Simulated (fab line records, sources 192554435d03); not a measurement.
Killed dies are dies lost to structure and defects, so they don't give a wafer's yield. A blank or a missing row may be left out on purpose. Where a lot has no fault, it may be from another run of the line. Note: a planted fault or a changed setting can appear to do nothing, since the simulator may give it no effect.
Chamber matching    flow n5-finfet    N5_BEOL_M5_ETCH_75 on rie-diel-06 has 4 sister chambers
The step etches underlayer in N2/H2, target depth 6.5 nm, time 5.2 s. 4 wafers are shown with their chamber, then 9 later ones without.

WAFERS PAIRED WITH THEIR CHAMBERS
wafer   chamber  showerhead-plenum-p-Torr (Torr)
L080.5  3        2.71
L087.1  2        2.62
L087.2  1        2.40
L087.6  0        2.47

WAFERS WITH NO CHAMBER GIVEN
wafer   showerhead-plenum-p-Torr (Torr)
L090.2  2.46
L090.3  2.39
L090.6  2.39
L095.1  2.61
L095.3  2.39
L095.6  2.61
L096.1  2.39
L096.5  2.39
L096.6  2.46

WHICH CHAMBER EACH ONE RAN IN
wafer   from the rows above  in truth
L090.2  0                    0
L090.3  1                    1
L090.6  1                    1
L095.1  2                    2
L095.3  1                    1
L095.6  2                    2
L096.1  1                    1
L096.5  1                    1
L096.6  0                    0
Placed correctly: 9 of 9. Number that these rows cannot place: 0. Placed wrongly: 0.
How it was worked out, from the rows above alone: a wafer's distance from a chamber is the root of the sum, over the readings, of the square of ((its reading less the chamber's mean) divided by the reading's scatter). The wafer belongs to the nearest chamber; if the next one is less than 2 further off, it can't be placed. For every chamber, the mean is computed from those of its wafers that are shown. The scatter: root of mean squared gap, hidden wafer to nearest shown wafer, with one shown wafer a chamber.
